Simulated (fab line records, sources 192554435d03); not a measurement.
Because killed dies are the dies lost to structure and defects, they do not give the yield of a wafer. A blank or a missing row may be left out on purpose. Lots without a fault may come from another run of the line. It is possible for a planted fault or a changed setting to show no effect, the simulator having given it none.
fab line records | flow n5-finfet
record: lots: 11 wafers: 33 last-day: 18
route steps=1938 shown BEOL_M6@1214
lots with no fault: from the same line, run without faults
start-h: the number of hours between the record's first day and the start of the first shown wafer of the lot | wait-h: time in hours since the lot's previous step | " identical to the entry in the row above | L1.1+2: several wafers, shown together as one row | - either no value or no given start | * or withheld: withheld | < > ~ a bound
route shown NAME@n: a module of which the file shows steps, and the number in the route of the first | usual: the fault-free wafers' mean and standard deviation | same: alike in all rows | chamber/n: place in a boat | sites: each site's reading | _std_site: the standard deviation of these | _edge_site: mean of outer sites minus mean of inner sites | radius-mm: for every site, how far away it sits from the centre of the wafer | mask NAME#n: copy n | behind: the most recent tool/chamber to have shaped the wafer | hold: what put the lot on hold/how long, in hours/how the hold closed | device: names the non-switching transistor (n, p or np) | end of line: tests of these same wafers at the route's end | a step without rows: its recipe alone | killed: the dies lost at the first sort to structure and to defects; this is not the yield of the wafer | map: a wafer's dies, marking killed ones x, the rest . and places with no die _
set.NAME: the setting the step ran with; set.NAME@STEP: the setting that earlier step ran with | model.NAME: the simulator's own value behind a step, which no gauge read
one table for each step of the route and one row for each wafer, over a sample of lots
services: a tool's chamber out of use, with start hour (start-h, from the record's first day; less than 0 if before it), hours out, and reason
== steps ==
step: N5_BEOL_M6_STRIP_67
recipe: chemistry: CF4 resist: SiARC power-w: 300 bias-power-w: 75 pressure-mtorr: 50 cf4-flow-sccm: 150 rf-frequency-hz: 6e+07
usual: drypump-motor-current-A: 5.8/0.45 oes-product-au: 0.83/0.071 rf-vpp-V: 271.7/1.4 showerhead-plenum-p-Torr: 1.81/0.043 throttle-valve-pct: 13.51/0.26
columns lot.wafer tool chamber start-h wait-h drypump-motor-current-A oes-product-au rf-hours-counter-h rf-vpp-V showerhead-plenum-p-Torr throttle-valve-pct
L525.2 rie-diel-06 1 181.67 0.0 6.0 0.88 34 272.3 1.89 13.23
L525.3 " 3 " " 5.6 0.75 177 272.4 1.80 14.01
L525.6 " 0 " " 5.1 0.79 - 272.3 1.86 13.57
L530.1 rie-diel-01 0 203.76 0.0 6.7 0.94 6 272.9 1.83 13.33
L530.2 " 3 " " 5.5 0.70 233 270.4 1.77 13.78
L530.4 " 2 " " 5.3 0.69 248 268.6 1.77 13.90
L531.1 rie-diel-06 3 220.57 0.0 5.7 0.74 193 270.6 1.79 14.06
L531.3 " 2 " " 5.6 0.98 4 273.5 1.83 13.33
L531.4 " 1 " " 6.0 0.86 51 274.3 1.88 13.26
L533.2 rie-diel-03 3 223.88 0.0 5.7 0.92 21 271.8 1.77 13.18
L533.4 " 2 " " 5.3 0.86 43 271.3 1.81 13.47
L533.6 " 0 " " 5.9 0.90 - 272.1 1.83 13.60
L537.1 rie-diel-06 0 257.25 0.0 5.1 0.77 165 273.2 1.85 13.64
L537.2 " 1 " " 6.0 0.85 64 273.9 1.88 13.27
L537.5 " 1 " " 6.0 0.84 - 272.8 1.88 13.30
L538.3 rie-diel-03 2 261.56 0.0 5.3 0.85 55 271.9 1.80 13.49
L538.4 " 0 " " 5.9 0.87 45 272.9 1.83 13.63
L538.6 " 1 " " 6.0 0.83 - 270.6 1.74 13.49
L539.2 rie-diel-01 1 261.78 0.0 6.4 0.82 102 271.9 1.79 13.26
L539.3 " 0 " " 6.7 0.89 29 271.0 1.83 13.37
L539.5 " 1 " " 6.4 0.83 - 270.0 1.79 13.26
L540.1 rie-diel-01 1 270.51 0.0 6.4 0.82 105 271.6 1.79 13.26
L540.2 " 2 " " 5.3 0.91 17 271.0 1.76 13.37
L540.4 " 3 " " 5.4 0.97 2 270.1 1.76 13.28
L541.3 rie-diel-06 0 285.89 0.0 5.1 0.75 174 272.0 1.85 13.65
L541.4 " 3 " " 5.7 0.72 216 271.4 1.79 14.10
L541.6 " 2 " " 5.5 0.92 - 271.5 1.83 13.38
L546.1 rie-diel-01 2 314.84 0.0 5.3 0.88 27 270.4 1.76 13.40
L546.3 " 0 " " 6.7 0.85 43 271.2 1.82 13.42
L546.4 " 1 " " 6.4 0.81 115 270.5 1.79 13.30
L548.1 rie-diel-01 1 331.16 0.0 6.4 0.80 120 269.9 1.79 13.29
L548.2 " 2 " " 5.3 0.87 32 268.9 1.76 13.41
L548.6 " 1 " " 6.4 0.80 - 272.3 1.79 13.33
step: N5_BEOL_M6_ETCH_72
recipe: chemistry: N2/H2 target: underlayer target-depth-a: 65 mask-material: CAR-EUV time-s: 5.2 ion-energy-ev: 200 pressure-mtorr: 30 source-w: 840 bias-w: 150 n2-flow-sccm: 200 h2-flow-sccm: 200 ends: cleared
usual: drypump-motor-current-A: 5.8/0.46 etch-rf-on-time-s: 5.12/0.12 oes-product-au: 0.73/0.067 rf-vpp-V: 524.2/2.4 showerhead-plenum-p-Torr: 2.56/0.068 throttle-valve-pct: 17.83/0.26
columns lot.wafer tool chamber start-h wait-h drypump-motor-current-A etch-rf-on-time-s oes-product-au rf-hours-counter-h rf-vpp-V showerhead-plenum-p-Torr throttle-valve-pct
L525.2 rie-diel-06 3 182.87 0.0 5.7 4.90 0.66 178 523.4 2.54 18.38
L525.3 " 1 " " 6.1 5.12 0.77 34 529.3 2.71 17.56
L525.6 " 3 " " 5.7 4.95 0.66 - 523.2 2.54 18.37
L530.1 rie-diel-03 2 205.30 0.0 5.3 5.33 0.73 37 525.1 2.60 17.89
L530.2 " 1 " " 6.0 5.09 0.74 53 522.5 2.48 17.79
L530.4 " 0 " " 5.8 5.20 0.76 25 525.3 2.59 17.92
L531.1 rie-diel-06 0 221.34 0.0 5.2 5.30 0.66 152 528.0 2.66 18.02
L531.3 " 1 " " 6.0 5.07 0.75 52 528.4 2.70 17.58
L531.4 " 3 " " 5.7 4.95 0.65 194 524.1 2.53 18.43
L533.2 rie-diel-03 3 225.62 0.0 5.7 4.92 0.81 21 522.1 2.49 17.58
L533.4 " 0 " " 5.9 5.20 0.76 32 524.1 2.58 17.93
L533.6 " 3 " " 5.7 4.92 0.80 - 522.2 2.49 17.55
L537.1 rie-diel-03 0 258.65 0.0 5.9 5.22 0.75 44 524.1 2.58 17.95
L537.2 " 3 " " 5.7 4.93 0.79 32 520.4 2.48 17.56
L537.5 " 0 " " 5.8 5.25 0.73 - 523.0 2.58 17.91
L539.2 rie-diel-01 3 264.21 0.0 5.4 5.03 0.87 0 524.3 2.50 17.74
L539.3 " 1 " " 6.5 5.14 0.70 103 525.7 2.55 17.45
L539.5 " 3 " " 5.5 5.07 0.86 - 521.1 2.50 17.76
L538.3 rie-diel-01 0 264.61 0.0 6.7 5.12 0.75 31 526.1 2.61 17.69
L538.4 " 2 " " 5.3 5.02 0.80 15 521.2 2.50 17.69
L538.6 " 3 " " 5.5 5.04 0.85 - 522.3 2.50 17.71
L540.1 rie-diel-01 0 273.18 0.0 6.7 5.09 0.75 34 525.1 2.60 17.65
L540.2 " 3 " " 5.5 5.05 0.84 3 522.7 2.50 17.77
L540.4 " 1 " " 6.4 5.12 0.69 106 523.1 2.55 17.46
L541.3 rie-diel-06 1 288.43 0.0 6.0 5.06 0.71 74 526.4 2.69 17.62
L541.4 " 3 " " 5.7 4.99 0.63 217 523.6 2.52 18.45
L541.6 " 2 " " 5.6 5.10 0.79 - 524.6 2.60 17.84
L546.1 rie-diel-06 2 317.79 0.0 5.5 5.17 0.76 41 525.6 2.60 17.84
L546.3 " 1 " " 6.1 5.16 0.70 86 529.3 2.68 17.67
L546.4 " 0 " " 5.2 5.34 0.63 185 525.9 2.64 18.07
L548.1 rie-diel-06 2 332.49 0.0 5.6 5.15 0.75 46 525.3 2.59 17.87
L548.2 " 3 " " 5.7 5.03 0.62 234 522.6 2.51 18.47
L548.6 " 1 " " 6.1 5.16 0.69 - 526.6 2.68 17.65
step: N5_BEOL_M6_STRIP_36
recipe: chemistry: N2/H2 power-w: 450 temp-c: 40 pressure-mtorr: 20 rf-frequency-hz: 6e+07 overash-fraction: 0.3 bias-power-w: 7 h2-frac: 0.5 n2-flow-sccm: 200 h2-flow-sccm: 200
usual: drypump-motor-current-A: 5.8/0.45 h2-flow-sccm: 200.1/0.63 oes-product-au: 0.85/0.078 rf-vpp-V: 59.2/1.5 showerhead-plenum-p-Torr: 2.56/0.068 throttle-valve-pct: 23.7/0.31
columns lot.wafer tool chamber start-h wait-h drypump-motor-current-A h2-flow-sccm oes-product-au rf-hours-counter-h rf-vpp-V showerhead-plenum-p-Torr throttle-valve-pct
L525.2 rie-diel-06 3 183.07 0.0 5.7 200.4 0.75 178 60.2 2.53 24.2
L525.3 " 1 " " 6.1 200.3 0.88 35 59.2 2.70 23.3
L525.6 " 3 " " 5.7 200.0 0.75 - 57.9 2.53 24.2
L530.1 rie-diel-03 2 205.50 0.0 5.3 199.6 0.88 37 62.4 2.59 23.7
L530.2 " 1 " " 6.0 200.4 0.86 53 56.1 2.47 23.7
L530.4 " 0 " " 5.9 198.9 0.91 26 59.8 2.58 23.8
L531.1 rie-diel-06 0 221.54 0.0 5.1 199.9 0.77 153 58.7 2.65 23.9
L531.3 " 1 " " 6.0 200.1 0.86 52 58.8 2.69 23.4
L531.4 " 3 " " 5.7 199.5 0.75 194 59.8 2.53 24.3
L533.2 rie-diel-03 3 225.82 0.0 5.7 219.9 0.92 22 59.1 2.54 24.9
L533.4 " 0 " " 5.9 219.9 0.89 32 58.3 2.64 25.2
L533.6 " 3 " " 5.8 219.8 0.91 - 59.7 2.54 24.9
L537.1 rie-diel-03 0 258.84 0.0 5.9 219.8 0.87 44 58.1 2.64 25.2
L537.2 " 3 " " 5.7 218.9 0.90 32 58.3 2.54 25.0
L537.5 " 0 " " 5.9 221.1 0.87 - 58.5 2.64 25.2
L539.2 rie-diel-01 3 264.41 0.0 5.5 199.9 1.01 0 59.6 2.50 23.7
L539.3 " 1 " " 6.4 200.7 0.80 103 58.4 2.55 23.1
L539.5 " 3 " " 5.5 200.6 1.01 - 57.5 2.50 23.7
L538.3 rie-diel-01 0 264.81 0.0 6.7 200.4 0.91 31 57.0 2.60 23.3
L538.4 " 2 " " 5.3 199.1 0.92 15 62.1 2.50 23.5
L538.6 " 3 " " 5.5 200.7 0.99 - 58.1 2.50 23.7
L540.1 rie-diel-01 0 273.38 0.0 6.7 198.5 0.88 34 59.2 2.60 23.3
L540.2 " 3 " " 5.4 200.2 0.99 3 59.7 2.50 23.8
L540.4 " 1 " " 6.4 201.1 0.81 106 60.4 2.55 23.1
L541.3 rie-diel-06 1 288.63 0.0 6.1 199.7 0.83 74 58.3 2.68 23.3
L541.4 " 3 " " 5.6 201.2 0.73 217 59.0 2.52 24.3
L541.6 " 2 " " 5.5 199.9 0.89 - 61.8 2.60 23.8
L546.1 rie-diel-06 2 317.99 0.0 5.5 199.9 0.88 42 60.3 2.59 23.8
L546.3 " 1 " " 6.1 199.7 0.82 86 58.8 2.68 23.3
L546.4 " 0 " " 5.2 200.1 0.74 185 61.1 2.64 23.9
L548.1 rie-diel-06 2 332.69 0.0 5.6 200.8 0.86 46 58.1 2.59 23.8
L548.2 " 3 " " 5.7 199.8 0.72 234 58.7 2.51 24.3
L548.6 " 1 " " 6.0 200.2 0.82 - 61.8 2.68 23.4
step: N5_BEOL_M6_CD_MEAS_35
recipe: target-cd-nm: 40 target-cd-y-nm: 28 polarity: opening
usual: cd-nm: 40.2/0.53
columns lot.wafer tool chamber start-h wait-h cd-nm
L525.2 cd-sem-02 - 183.42 0.0 39.6
L525.3 " - " " 40.0
L525.6 " - " " 39.2
L530.1 cd-sem-01 - 205.85 0.0 40.5
L530.2 " - " " 39.5
L530.4 " - " " 40.0
L531.1 cd-sem-02 - 221.89 0.0 40.4
L531.3 " - " " 40.2
L531.4 " - " " 39.8
L533.2 cd-sem-01 - 226.17 0.0 40.7
L533.4 " - " " 39.7
L533.6 " - " " 40.2
L537.1 cd-sem-03 - 259.20 0.0 40.6
L537.2 " - " " 40.2
L537.5 " - " " 40.9
L539.2 cd-sem-02 - 264.76 0.0 40.2
L539.3 " - " " 39.8
L539.5 " - " " 40.2
L538.3 cd-sem-01 - 265.16 0.0 39.7
L538.4 " - " " 40.1
L538.6 " - " " 41.0
L540.1 cd-sem-01 - 273.73 0.0 40.6
L540.2 " - " " 40.4
L540.4 " - " " 39.3
L541.3 cd-sem-02 - 288.98 0.0 40.1
L541.4 " - " " 41.0
L541.6 " - " " 41.4
L546.1 cd-sem-01 - 318.34 0.0 40.1
L546.3 " - " " 40.1
L546.4 " - " " 40.1
L548.1 cd-sem-01 - 333.04 0.0 39.9
L548.2 " - " " 39.7
L548.6 " - " " 39.1
== services ==
columns tool chamber start-h hours kind
rie-diel-01 0 167.59 - clean
rie-diel-01 0 167.59 - consumable-replace:focus-ring
rie-diel-01 0 167.59 20.5 scheduled-down
rie-diel-01 0 167.59 20.5 vent-cycle
rie-diel-06 2 184.66 - clean
rie-diel-06 2 184.66 - consumable-replace:focus-ring
rie-diel-06 2 184.66 21.6 scheduled-down
rie-diel-06 2 184.66 21.6 vent-cycle
rie-diel-01 2 210.24 - clean
rie-diel-01 2 210.24 - consumable-replace:focus-ring
rie-diel-01 2 210.24 15.4 scheduled-down
rie-diel-01 2 210.24 15.4 vent-cycle
rie-diel-03 - 221.21 0.3 repair
rie-diel-01 3 247.96 - clean
rie-diel-01 3 247.96 - consumable-replace:focus-ring
rie-diel-01 3 247.96 16.2 scheduled-down
rie-diel-01 3 247.96 16.2 vent-cycle
rie-diel-03 1 267.61 8.5 repair
rie-diel-01 - 282.13 15.6 pm
rie-diel-03 0 288.61 3.7 repair
rie-diel-06 - 319.09 2.8 pm
== key ==
first-sign: step: N5_BEOL_M6_STRIP_36 reading: h2-flow-sccm direction: up sigmas: 31 usual: 200.1 struck: 219.9
effect: step: N5_BEOL_M6_STRIP_36 reading: throttle-valve-pct direction: up sigmas: 4.5 usual: * struck: *
met-at N5_BEOL_M6_STRIP_36
struck-lots L533,L537
rows-end L533.2,L533.4,L533.6
not-acting-at N5_BEOL_M6_STRIP_67,N5_BEOL_M6_ETCH_72,N5_BEOL_M6_CD_MEAS_35
onset-between 205.50 225.82
fault: kind: process-parameter-drift tool: rie-diel-03 chamber: - onset-h: 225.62 steps: N5_BEOL_M6_STRIP_36 channel: h2-flow-sccm offset: 20 shape: step acts-in: these-recipes-only stated: 200
rows-end: these wafers met a further fault down the route, and their rows from its step on are left out
